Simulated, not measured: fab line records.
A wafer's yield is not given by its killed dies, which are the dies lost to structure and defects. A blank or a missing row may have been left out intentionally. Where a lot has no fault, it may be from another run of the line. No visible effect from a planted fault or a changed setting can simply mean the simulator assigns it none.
Matching of chambers / flow n5 finfet / 4 sister chambers for N5_BEOL_M8_ETCH_72 on rie diel-05
The step etches underlayer in N2/H2, target depth 6.5 nm, time 5.2 s. 4 wafers are shown with their chamber, then 12 later ones without.

## WAFERS, EACH WITH ITS CHAMBER
wafer=L085.3; chamber=1; drypump motor current A (A)=6.2
wafer=L089.1; chamber=2; drypump motor current A (A)=6.3
wafer=L089.3; chamber=3; drypump motor current A (A)=5.4
wafer=L089.4; chamber=0; drypump motor current A (A)=5.2

## WAFERS WITHOUT THEIR CHAMBER
wafer=L086.2; drypump motor current A (A)=6.2
wafer=L086.4; drypump motor current A (A)=6.3
wafer=L086.5; drypump motor current A (A)=5.2
wafer=L092.2; drypump motor current A (A)=6.3
wafer=L092.3; drypump motor current A (A)=5.2
wafer=L092.6; drypump motor current A (A)=5.4
wafer=L091.1; drypump motor current A (A)=5.3
wafer=L091.2; drypump motor current A (A)=5.2
wafer=L091.3; drypump motor current A (A)=6.3
wafer=L094.1; drypump motor current A (A)=5.2
wafer=L094.2; drypump motor current A (A)=6.1
wafer=L094.6; drypump motor current A (A)=6.3

## WHICH CHAMBER EACH ONE RAN IN
wafer=L086.2; from the rows above=1; in truth=1
wafer=L086.4; from the rows above=2; in truth=2
wafer=L086.5; from the rows above=0; in truth=0
wafer=L092.2; from the rows above=2; in truth=2
wafer=L092.3; from the rows above=0; in truth=0
wafer=L092.6; from the rows above=3; in truth=3
wafer=L091.1; from the rows above=can't be placed: 0 or 3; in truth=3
wafer=L091.2; from the rows above=0; in truth=0
wafer=L091.3; from the rows above=2; in truth=2
wafer=L094.1; from the rows above=0; in truth=0
wafer=L094.2; from the rows above=1; in truth=1
wafer=L094.6; from the rows above=2; in truth=2
Correctly placed: 11 of 12. Not placeable from these rows: 1 (in 1, the candidates include the true chamber). Wrongly placed: 0.
How it was worked out, from the rows above alone: a wafer's distance from a chamber is the root of the sum, over the readings, of the square of ((its reading less the chamber's mean) divided by the reading's scatter). If the next closest chamber is less than 2 further off than the closest, the wafer can't be placed; otherwise it belongs to the closest. For every chamber, the mean is computed from those of its wafers that are shown. The scatter (one wafer shown for each chamber): square how far every hidden wafer sits from the nearest shown wafer, average those squares and take the square root.
